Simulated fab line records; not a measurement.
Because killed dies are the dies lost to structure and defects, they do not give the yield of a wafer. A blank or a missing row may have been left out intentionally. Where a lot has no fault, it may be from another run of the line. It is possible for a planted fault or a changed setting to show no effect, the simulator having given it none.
fab line records ; flow nand_harc
record: lots: 12; wafers: 36; last_day: 33
route steps=1302 shown A_BLC@1123 A_M0@1158 END@1302
lots that met no fault: taken from a fault-free run of the same line
start_h: start of the lot's first displayed wafer, in hours after the record's first day ; wait_h: hours from the lot's prior step to this one ; " as in the row above ; L1.1+2: one row covering several wafers at once ; - no value present, or no start provided ; * or withheld: withheld ; < > ~ a bound
route shown NAME@n: NAME is a module with steps in the file, n the number in the route of the first one ; usual: the fault-free wafers' mean and standard deviation ; same: alike in all rows ; chamber/n: place in a boat ; sites: readings site by site ; _std_site: standard deviation of those values ; _edge_site: mean of outer sites minus mean of inner sites ; radius_mm: for every site, how far away it sits from the centre of the wafer ; mask NAME#n: copy n ; behind: the most recent tool/chamber to have shaped the wafer ; hold: why the lot went on hold/how many hours it stayed there/how the hold came to an end ; device: the n, p or np transistor that did not switch ; end of line: the same wafers' tests at the end of the route ; a step given without rows: its recipe and nothing more ; killed: count of dies lost to structure and defects at first sort (not the wafer's yield) ; map: the dies of a wafer, with x for killed, . for not killed, _ for no die there
set.NAME: setting as actually run; set.NAME@STEP: the setting as run at that earlier step ; model.NAME: the simulator's own value behind a step, which no gauge read
steps of the route over a sample of lots; a table a step, a row a wafer
services: a tool's chamber out of use, with start hour (start_h, from the record's first day; less than 0 if before it), hours out, and reason
== steps ==
step: NHARC_A_BLC_ETCH_18
recipe: target_depth_a: 9100; c4f8_flow_sccm: 20; o2_flow_sccm: 10; ar_flow_sccm: withheld; rf_w: 600; bias_w: 1500; chemistry: C4F8/O2/Ar
usual: oes_product_au: 0.963/0.026; rf_vpp_V: 976/5.4
lot.wafer;tool;chamber;start_h;wait_h;oes_product_au;rf_hours_counter_h;rf_vpp_V
L629.1;rie_diel-07;0;-;-;0.967;3;986
L629.4;rie_diel-07;1;-;-;0.960;3;978
L629.2;rie_diel-07;2;-;-;1.013;3;973
L631.4;rie_diel-07;2;-;-;0.990;4;974
L631.2;rie_diel-07;3;-;-;0.975;4;970
L631.3;rie_diel-07;1;-;-;0.965;4;978
L634.3;rie_diel-04;0;-;-;0.951;2;971
L634.5;rie_diel-04;3;-;-;0.974;-;977
L634.6;rie_diel-04;0;-;-;0.955;-;973
L635.1;rie_diel-07;3;-;-;0.993;7;968
L635.2;rie_diel-07;0;-;-;1.014;7;985
L635.5;rie_diel-07;0;-;-;1.021;-;984
L637.1;rie_diel-07;0;-;-;0.995;8;986
L637.2;rie_diel-07;3;-;-;0.996;8;969
L637.6;rie_diel-07;1;-;-;0.989;-;976
L639.2;rie_diel-07;1;-;-;0.932;11;978
L639.3;rie_diel-07;0;-;-;0.959;10;983
L639.6;rie_diel-07;3;-;-;0.961;-;969
L645.1;rie_diel-07;2;-;-;1.006;2;971
L645.3;rie_diel-07;3;-;-;1.001;3;969
L645.2;rie_diel-07;0;-;-;0.962;2;984
L647.3;rie_diel-02;0;-;-;0.923;43;970
L647.4;rie_diel-02;2;-;-;0.910;38;969
L647.5;rie_diel-02;3;-;-;0.944;-;972
L649.1;rie_diel-07;3;-;-;0.986;6;968
L649.3;rie_diel-07;0;-;-;0.960;5;984
L649.4;rie_diel-07;1;-;-;0.997;5;977
L650.3;rie_diel-07;2;-;-;0.992;6;973
L650.6;rie_diel-07;3;-;-;0.979;-;970
L650.5;rie_diel-07;0;-;-;0.954;-;984
L651.3;rie_diel-07;2;-;-;0.940;7;972
L651.1;rie_diel-07;3;-;-;0.948;8;968
L651.5;rie_diel-07;3;-;-;0.934;-;968
L652.3;rie_diel-04;1;-;-;0.956;2;983
L652.4;rie_diel-04;2;-;-;0.979;2;978
L652.2;rie_diel-04;3;-;-;0.970;2;977
step: NHARC_A_BLC_STRIP_29
recipe: cf4_flow_sccm: 150; ar_flow_sccm: 0; bias_w: 0; chemistry: CF4
usual: drypump_motor_current_A: 5.8/0.36; mfc_ar_sccm: 0.010/0.013; oes_product_au: 1.006/0.014; rf_vpp_V: 59.2/0.86; showerhead_plenum_p_Torr: 1.75/0.062; throttle_valve_pct: 13.284/0.0091
lot.wafer;tool;chamber;start_h;wait_h;drypump_motor_current_A;mfc_ar_sccm;oes_product_au;rf_hours_counter_h;rf_vpp_V;showerhead_plenum_p_Torr;throttle_valve_pct
L629.2;rie_diel-04;2;519.88;0.1;5.9;0.003;0.987;11;60.2;1.77;13.276
L629.4;rie_diel-04;3;519.88;0.1;6.4;0;1.015;11;58.6;1.75;13.285
L629.1;rie_diel-04;1;519.88;0.1;5.7;0;0.996;10;59.7;1.83;13.286
L631.4;rie_diel-07;0;536.51;0.1;5.0;0.011;1.009;3;58.2;1.85;13.277
L631.2;rie_diel-07;2;536.51;0.1;5.7;0.012;1.045;4;57.9;1.71;13.288
L631.3;rie_diel-07;3;536.51;0.1;5.8;0.010;1.014;4;57.3;1.66;13.275
L634.3;rie_diel-07;3;574.52;0.1;5.8;0.010;1.022;7;57.8;1.66;13.290
L634.5;rie_diel-07;2;574.52;0.1;5.8;0.012;1.030;-;59.4;1.71;13.275
L634.6;rie_diel-07;3;574.52;0.1;5.8;0.010;1.024;-;59.1;1.66;13.287
L635.1;rie_diel-04;2;576.35;0.1;6.0;0.003;1.003;3;60.9;1.77;13.288
L635.2;rie_diel-04;3;576.35;0.1;6.4;0;1.012;3;59.3;1.75;13.291
L635.5;rie_diel-04;1;576.35;0.1;5.7;0;0.992;-;60.6;1.83;13.285
L637.1;rie_diel-02;1;597.17;0.1;6.1;0;1.007;4;60.6;1.86;13.276
L637.2;rie_diel-02;3;597.17;0.1;5.6;0;1.018;4;59.4;1.70;13.281
L637.6;rie_diel-02;0;597.17;0.1;5.6;0;1.004;-;57.8;1.68;13.280
L639.2;rie_diel-04;2;611.89;0.1;6.0;0.003;0.993;4;59.6;1.77;13.292
L639.3;rie_diel-04;0;611.89;0.1;5.6;0.021;0.997;4;58.6;1.69;13.267
L639.6;rie_diel-04;1;611.89;0.1;5.7;0;1.001;-;59.7;1.83;13.287
L645.2;rie_diel-04;1;688.14;0.1;5.7;0;0.996;8;59.0;1.83;13.290
L645.1;rie_diel-04;3;688.14;0.1;6.4;0;1.026;8;59.1;1.75;13.297
L645.3;rie_diel-04;0;688.14;0.1;5.6;0.021;1.002;8;59.6;1.69;13.305
L647.4;rie_diel-07;3;708.13;0.1;5.8;0.010;1.028;4;59.5;1.65;13.299
L647.3;rie_diel-07;0;708.13;0.1;5.1;0.011;1.001;4;60.3;1.84;13.291
L647.5;rie_diel-07;0;708.13;0.1;5.0;0.011;0.986;-;59.5;1.84;13.288
L649.3;rie_diel-07;1;722.21;0.1;5.3;0.044;1.018;5;58.2;1.75;13.285
L649.1;rie_diel-07;2;722.21;0.1;5.8;0.012;1.013;5;57.6;1.70;13.282
L649.4;rie_diel-07;3;722.21;0.1;5.8;0.010;1.021;6;59.6;1.65;13.287
L650.3;rie_diel-04;2;723.93;0.1;5.9;0.003;0.998;1;59.8;1.77;13.288
L650.5;rie_diel-04;3;723.93;0.1;6.4;0;1.008;-;57.8;1.75;13.281
L650.6;rie_diel-04;0;723.93;0.1;5.6;0.021;0.990;-;58.9;1.69;13.297
L651.3;rie_diel-04;0;737.17;0.1;5.6;0.021;0.980;2;57.0;1.69;13.290
L651.1;rie_diel-04;1;737.17;0.1;5.8;0;1.010;2;59.7;1.83;13.276
L651.5;rie_diel-04;0;737.17;0.1;5.6;0.021;0.967;-;59.0;1.69;13.279
L652.4;rie_diel-04;2;751.40;0.1;6.0;0.003;0.999;2;59.1;1.77;13.289
L652.2;rie_diel-04;0;751.40;0.1;5.6;0.021;0.971;2;59.2;1.69;13.266
L652.3;rie_diel-04;1;751.40;0.1;5.7;0;1.004;2;59.6;1.83;13.279
step: NHARC_A_BLC_CMP_25
recipe: t_overpolish_s: 30; target_thk_nm: 150
usual: motor_current_A: 12.5/1.1; overpolish_run_s: 30.001/0.0089; pad_life_wafers: 175/110; time_to_endpoint_s: 31/3.6
lot.wafer;tool;chamber;start_h;wait_h;motor_current_A;overpolish_run_s;pad_life_wafers;time_to_endpoint_s
L629.4;cmp-04;1;521.38;0.3;13.2;29.999;54;32
L629.2;cmp-04;3;521.38;0.3;12.6;29.998;56;30
L629.1;cmp-04;0;521.38;0.3;11.3;29.999;57;31
L631.4;cmp-04;3;538.05;0.3;12.1;29.988;133;28
L631.2;cmp-04;0;538.05;0.3;12.4;29.999;134;29
L631.3;cmp-04;1;538.05;0.3;13.4;29.993;135;30
L634.3;cmp-02;2;576.02;0.3;10.4;29.995;174;36
L634.6;cmp-02;2;576.02;0.3;10.8;30.001;-;36
L634.5;cmp-02;3;576.02;0.3;11.1;30.000;-;28
L635.1;cmp-02;3;577.84;0.5;11.5;29.998;181;30
L635.2;cmp-02;0;577.84;0.5;10.5;30.002;182;29
L635.5;cmp-02;2;577.84;0.5;11.0;30.008;-;38
L637.1;cmp-01;0;598.66;0.4;13.0;29.996;60;28
L637.2;cmp-01;3;598.66;0.4;11.3;29.992;63;25
L637.6;cmp-01;1;598.66;0.4;14.5;30.016;-;30
L639.3;cmp-01;2;613.42;0.3;12.6;30.003;187;35
L639.2;cmp-01;3;613.42;0.3;11.4;29.996;188;25
L639.6;cmp-01;2;613.42;0.3;12.1;29.989;-;35
L645.1;cmp-01;0;689.89;0.4;13.1;29.998;37;29
L645.2;cmp-01;1;689.89;0.4;13.9;29.990;38;27
L645.3;cmp-01;2;689.89;0.4;12.8;29.997;39;32
L647.4;cmp-04;1;710.09;0.4;13.0;30.004;18;29
L647.3;cmp-04;0;710.09;0.4;11.2;30.016;21;28
L647.5;cmp-04;2;710.09;0.4;14.3;30.008;-;37
L649.3;cmp-02;1;723.73;0.3;13.7;29.999;385;31
L649.1;cmp-02;2;723.73;0.3;10.5;30.007;386;33
L649.4;cmp-02;3;723.73;0.3;11.8;29.999;387;29
L650.3;cmp-04;1;725.42;0.3;13.5;29.988;85;29
L650.6;cmp-04;0;725.42;0.3;11.9;29.996;-;29
L650.5;cmp-04;1;725.42;0.3;12.8;30.003;-;29
L651.3;cmp-01;3;738.66;0.3;11.7;30.010;282;30
L651.1;cmp-01;2;738.66;0.3;12.7;30.000;285;36
L651.5;cmp-01;0;738.66;0.3;12.7;30.000;-;31
L652.2;cmp-04;3;752.93;0.4;12.2;30.018;216;28
L652.4;cmp-04;0;752.93;0.4;11.5;29.984;217;27
L652.3;cmp-04;1;752.93;0.4;12.7;30.005;218;27
step: NHARC_A_M0_PVD_20
recipe: target_thk_a: 50; bias_v: 168.6; power_w: 15000; chamber_pressure_pa: 0.12; time_s: 8.06; substrate_temp_c: 50; material: TaN
usual: cathode_dc_power_W: 15001/2.8; throttle_valve_pct: 29.9/1.1
lot.wafer;tool;chamber;start_h;wait_h;cathode_dc_power_W;throttle_valve_pct
L629.1;pvd_sputter-01;-;524.04;-;14994;29.3
L629.4;pvd_sputter-01;-;524.04;-;15001;29.7
L629.2;pvd_sputter-01;-;524.04;-;14999;30.5
L631.3;pvd_sputter-02;-;540.43;-;15002;30.3
L631.2;pvd_sputter-02;-;540.43;-;15002;31.0
L631.4;pvd_sputter-02;-;540.43;-;15002;29.7
L634.3;pvd_sputter-02;-;578.45;-;14997;29.5
L634.6;pvd_sputter-02;-;578.45;-;15006;30.3
L634.5;pvd_sputter-02;-;578.45;-;15928;31.0
L635.1;pvd_sputter-01;-;580.23;-;15005;29.0
L635.2;pvd_sputter-01;-;580.23;-;14998;29.8
L635.5;pvd_sputter-01;-;580.23;-;15001;29.2
L637.2;pvd_sputter-02;-;601.18;-;14996;30.5
L637.1;pvd_sputter-02;-;601.18;-;14998;29.6
L637.6;pvd_sputter-02;-;601.18;-;15926;30.9
L639.3;pvd_sputter-03;-;616.01;-;14997;27.5
L639.2;pvd_sputter-03;-;616.01;-;14999;29.7
L639.6;pvd_sputter-03;-;616.01;-;14998;31.0
L645.3;pvd_sputter-02;-;692.39;-;15002;28.8
L645.2;pvd_sputter-02;-;692.39;-;15001;30.5
L645.1;pvd_sputter-02;-;692.39;-;15003;30.3
L647.3;pvd_sputter-02;-;712.65;-;14999;30.9
L647.4;pvd_sputter-02;-;712.65;-;15002;28.9
L647.5;pvd_sputter-02;-;712.65;-;14999;31.2
L649.1;pvd_sputter-01;-;726.54;-;14999;31.6
L649.4;pvd_sputter-01;-;726.54;-;14998;29.1
L649.3;pvd_sputter-01;-;726.54;-;14999;30.3
L650.3;pvd_sputter-03;-;728.05;-;15005;30.4
L650.6;pvd_sputter-03;-;728.05;-;15000;28.0
L650.5;pvd_sputter-03;-;728.05;-;14999;31.3
L651.1;pvd_sputter-01;-;741.04;-;14998;30.4
L651.3;pvd_sputter-01;-;741.04;-;14995;29.7
L651.5;pvd_sputter-01;-;741.04;-;15001;31.2
L652.4;pvd_sputter-03;-;755.60;-;15003;31.3
L652.2;pvd_sputter-03;-;755.60;-;15000;30.0
L652.3;pvd_sputter-03;-;755.60;-;14999;27.7
step: NHARC_END_SORT_01
recipe: temp_c: 25
usual: defect_limited_yield: 91/3.2; killed_at_array: 55/22; killed_at_other: 0.9/1.2; killed_at_periphery: 3.6/2.3; killed_dies: 60/22; killed_open: 3.2/1.9; killed_short: 2.5/1.6
same: gross_dies: 677
lot.wafer;tool;chamber;start_h;wait_h;defect_limited_yield[%];killed_at_array;killed_at_other;killed_at_periphery;killed_dies;killed_open;killed_short
L639.2;prober-02;0;656.45;2.8;88;76;0;6;82;1;2
L639.3;prober-02;0;657.25;3.1;89;64;1;11;76;2;1
L639.6;prober-02;0;659.66;4.0;88;78;1;5;84;1;1
L645.1;prober-01;0;734.01;2.5;87;82;1;4;87;4;3
L645.2;prober-01;0;734.83;2.8;92;54;2;1;57;0;2
L645.3;prober-01;0;735.64;3.1;89;69;1;4;74;4;4
killed by level:class
L639.2 A_CHANNEL_HOLE_D1:chamber_film_flake=32 A_SLIT:chamber_film_flake=24 A_CHANNEL_HOLE_D2:chamber_film_flake=11 P_STI:chamber_film_flake=2 P_GATE:chamber_film_flake=2 P_M0:chamber_film_flake=2 A_CONTACT:chamber_film_flake=2 A_SOURCE_PLATE:geometric_particle:short=1
L639.3 A_CHANNEL_HOLE_D1:chamber_film_flake=32 A_SLIT:chamber_film_flake=20 A_CHANNEL_HOLE_D2:chamber_film_flake=6 P_M0:chamber_film_flake=4 P_STI:chamber_film_flake=3 P_GATE:chamber_film_flake=3 A_STAIRCASE:chamber_film_flake=3 P_M0:geometric_particle:open=1
L639.6 A_CHANNEL_HOLE_D1:chamber_film_flake=35 A_SLIT:chamber_film_flake=22 A_CHANNEL_HOLE_D2:chamber_film_flake=16 P_GATE:chamber_film_flake=2 P_M0:chamber_film_flake=2 A_DECK1_JOINT:chamber_film_flake=2 A_ONON_D1:geometric_particle:short=1 A_ONON_D2:geometric_particle:open=1
L645.1 A_SLIT:chamber_film_flake=25 A_CHANNEL_HOLE_D2:chamber_film_flake=18 A_CHANNEL_HOLE_D1:chamber_film_flake=13 A_CONTACT:chamber_film_flake=8 A_STAIRCASE:chamber_film_flake=6 A_WL_FILL:chamber_film_flake=5 P_M0:geometric_particle:open=2 P_STI:chamber_film_flake=2
L645.2 A_CHANNEL_HOLE_D1:chamber_film_flake=14 A_SLIT:chamber_film_flake=14 A_CHANNEL_HOLE_D2:chamber_film_flake=8 A_CONTACT:chamber_film_flake=7 A_ZERO_WELL:chamber_film_flake=4 A_STAIRCASE:chamber_film_flake=3 A_WL_FILL:chamber_film_flake=3 THIN_TSV:chamber_film_flake=2
L645.3 A_SLIT:chamber_film_flake=29 A_CHANNEL_HOLE_D2:chamber_film_flake=15 A_CONTACT:chamber_film_flake=7 A_CHANNEL_HOLE_D1:chamber_film_flake=6 A_STAIRCASE:chamber_film_flake=3 P_CONTACT:geometric_particle:short=2 A_DECK1_JOINT:chamber_film_flake=2 A_WL_FILL:chamber_film_flake=2
== services ==
tool;chamber;start_h;hours;kind
cmp-02;-;497.07;1.1;repair
cmp-04;-;503.07;4.0;pm
rie_diel-07;-;514.60;0.6;repair
rie_diel-04;0;515.16;2.3;repair
rie_diel-04;-;531.90;9.0;pm
cmp-04;-;549.56;1.7;repair
cmp-04;-;562.40;0.7;repair
rie_diel-04;-;562.52;0.2;repair
cmp-01;-;577.72;4.0;pm
pvd_sputter-01;-;582.00;10.0;pm
cmp-04;-;601.07;4.0;pm
cmp-04;-;606.51;3.2;repair
rie_diel-07;2;610.49;10.9;repair
rie_diel-04;2;634.84;13.5;repair
cmp-01;-;637.66;2.3;repair
pvd_sputter-02;-;638.06;10.0;pm
rie_diel-07;-;648.41;9.0;pm
cmp-01;-;675.72;4.0;pm
rie_diel-07;-;692.33;1.1;repair
cmp-04;-;695.81;3.9;repair
rie_diel-04;-;708.90;9.0;pm
pvd_sputter-01;-;729.68;1.0;repair
pvd_sputter-01;-;743.32;6.0;repair
pvd_sputter-02;-;745.95;4.1;repair
== key ==
first_sign: step: NHARC_A_M0_PVD_20; reading: cathode_dc_power_W; direction: up; sigmas: 99+; usual: *; struck: *
effect none on later readings
met_at NHARC_A_M0_PVD_20
struck_lots L634,L637
struck_wafers L634.5,L637.6
loop_trim: step: NHARC_A_M0_EXPOSE_06; setting: dose; lots: L637
not_acting_at NHARC_A_BLC_ETCH_18,NHARC_A_BLC_STRIP_29,NHARC_A_BLC_CMP_25
onset_between 540.43 578.45
fault: kind: process_parameter_drift; tool: pvd_sputter-02; chamber: -; onset_h: 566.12; steps: NHARC_A_M0_PVD_20; channel: power_w; offset: *; shape: step; end_h: 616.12; acts_in: *; stated: *; scope: struck_wafers_only
loop_trim: a control loop set the setting to another value than it would have without faults
